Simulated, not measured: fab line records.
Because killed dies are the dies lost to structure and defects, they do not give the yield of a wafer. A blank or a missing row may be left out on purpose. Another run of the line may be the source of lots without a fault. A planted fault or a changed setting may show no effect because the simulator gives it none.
Which tool is to blame? / flow nandHarc / 33 wafers from 11 lots sampled at 4 of the route's 1302 steps

== WHAT THE GAUGES SHOWED, per wafer ==
NHARC_A_ONON_D1_THK_MEAS_08: measures by ellipsometry.
lot=L379; measured=day 7 16:31; on=filmMetro-01; thkNm (nm)=997 997 996
lot=L380; measured=day 8 07:38; on=filmMetro-02; thkNm (nm)=993 993 992
lot=L381; measured=day 8 21:05; on=filmMetro-02; thkNm (nm)=1019 1017 1020
lot=L382; measured=day 9 06:50; on=filmMetro-01; thkNm (nm)=1015 1019 1017
lot=L383; measured=day 9 06:28; on=filmMetro-01; thkNm (nm)=1023 1022 1022
lot=L384; measured=day 9 15:49; on=filmMetro-01; thkNm (nm)=1000 999 1000
lot=L385; measured=day 10 08:19; on=filmMetro-02; thkNm (nm)=980 980 979
lot=L386; measured=day 11 01:11; on=filmMetro-02; thkNm (nm)=1015 1014 1014
lot=L387; measured=day 11 00:59; on=filmMetro-01; thkNm (nm)=987 987 987
lot=L397; measured=day 15 03:13; on=filmMetro-01; thkNm (nm)=883 884 885 883 884 884
lot=L398; measured=day 15 13:07; on=filmMetro-01; thkNm (nm)=873 875 874 874 875 873

== EACH LOT AND THE TOOL THAT RAN IT (in order: tool; ch and the chambers of the sampled wafers; start) ==
lot=L379; NHARC_P_BONDPAD_PVD_17=pvdSputter-01, day 6 15:03 or earlier; NHARC_P_BONDPAD_ANNEAL_28=rtpAnneal-02 ch 0, day 6 15:03; NHARC_A_ONON_D1_DEP_06=pecvdOnon-02 ch 0, day 7 16:07
lot=L380; NHARC_P_BONDPAD_PVD_17=pvdSputter-03, day 7 03:44 or earlier; NHARC_P_BONDPAD_ANNEAL_28=rtpAnneal-02 ch 0, day 7 03:44; NHARC_A_ONON_D1_DEP_06=pecvdOnon-02 ch 0, day 8 07:07
lot=L381; NHARC_P_BONDPAD_PVD_17=pvdSputter-03, day 7 16:19 or earlier; NHARC_P_BONDPAD_ANNEAL_28=rtpAnneal-02 ch 0, day 7 16:19; NHARC_A_ONON_D1_DEP_06=pecvdOnon-04 ch 0, day 8 20:35
lot=L382; NHARC_P_BONDPAD_PVD_17=pvdSputter-01, day 8 04:55 or earlier; NHARC_P_BONDPAD_ANNEAL_28=rtpAnneal-02 ch 0, day 8 04:55; NHARC_A_ONON_D1_DEP_06=pecvdOnon-03 ch 0, day 9 06:19
lot=L383; NHARC_P_BONDPAD_PVD_17=pvdSputter-01, day 8 05:39 or earlier; NHARC_P_BONDPAD_ANNEAL_28=rtpAnneal-02 ch 0, day 8 05:39; NHARC_A_ONON_D1_DEP_06=pecvdOnon-03 ch 0, day 9 06:01
lot=L384; NHARC_P_BONDPAD_PVD_17=pvdSputter-02, day 8 14:52 or earlier; NHARC_P_BONDPAD_ANNEAL_28=rtpAnneal-01 ch 0, day 8 14:52; NHARC_A_ONON_D1_DEP_06=pecvdOnon-03 ch 0, day 9 15:22
lot=L385; NHARC_P_BONDPAD_PVD_17=pvdSputter-01, day 9 06:57 or earlier; NHARC_P_BONDPAD_ANNEAL_28=rtpAnneal-02 ch 0, day 9 06:57; NHARC_A_ONON_D1_DEP_06=pecvdOnon-02 ch 0, day 10 07:59
lot=L386; NHARC_P_BONDPAD_PVD_17=pvdSputter-02, day 9 22:53 or earlier; NHARC_P_BONDPAD_ANNEAL_28=rtpAnneal-01 ch 0, day 9 22:53; NHARC_A_ONON_D1_DEP_06=pecvdOnon-02 ch 0, day 11 00:41
lot=L387; NHARC_P_BONDPAD_PVD_17=pvdSputter-01, day 9 23:46 or earlier; NHARC_P_BONDPAD_ANNEAL_28=rtpAnneal-02 ch 0, day 9 23:46; NHARC_A_ONON_D1_DEP_06=pecvdOnon-04 ch 0, day 11 00:39
lot=L397; NHARC_P_BONDPAD_PVD_17=pvdSputter-03, day 14 02:39 or earlier; NHARC_P_BONDPAD_ANNEAL_28=rtpAnneal-01 ch 0, day 14 02:39; NHARC_A_ONON_D1_DEP_06=pecvdOnon-04 ch 0, day 15 02:46
lot=L398; NHARC_P_BONDPAD_PVD_17=pvdSputter-02, day 14 11:38 or earlier; NHARC_P_BONDPAD_ANNEAL_28=rtpAnneal-01 ch 0, day 14 11:38; NHARC_A_ONON_D1_DEP_06=pecvdOnon-04 ch 0, day 15 12:37
- NHARC_P_BONDPAD_PVD_17: deposits TaN, target thk 5 nm, time 8.06 s.
- NHARC_P_BONDPAD_ANNEAL_28: time 90 s.
- NHARC_A_ONON_D1_DEP_06: target thk 1000 nm.

== THE ANSWER, worked out from the rows above alone ==
Rule: the usual values come from the lots themselves. The widest of any qualifying gaps counts: lots, ordered by their means at a reading, are off when they make up no more than a third of the lots, leave a main group of 4 or more, and stand apart from it by 3 or more times the standard deviation of that group's means. The tables above print the reading to a certain number of digits; a main group whose means all agree to those digits is not used. A lot without any number at a reading at which 4 lots or more have one is off too. Any other lot the step has rows for is counted as sound.
Off at NHARC_A_ONON_D1_THK_MEAS_08 (thkNm): L397, L398. Mean 1003 nm and standard deviation 15 in the main group.
A tool fits if, at a process step before that reading, it ran every lot that is off, and no sound lot after the first of them. Gauges at NHARC_A_ONON_D1_THK_MEAS_08: tried the same way as those tools. Because NHARC_P_BONDPAD_PVD_17 lacks a start for some lots, the hours and order of its lots are taken from NHARC_P_BONDPAD_ANNEAL_28. Can't be told from this: 3 tools fit, rtpAnneal-01 at NHARC_P_BONDPAD_ANNEAL_28, pecvdOnon-04 at NHARC_A_ONON_D1_DEP_06, filmMetro-01 at NHARC_A_ONON_D1_THK_MEAS_08.

== WHAT THE SIMULATOR HAD PUT IN ==
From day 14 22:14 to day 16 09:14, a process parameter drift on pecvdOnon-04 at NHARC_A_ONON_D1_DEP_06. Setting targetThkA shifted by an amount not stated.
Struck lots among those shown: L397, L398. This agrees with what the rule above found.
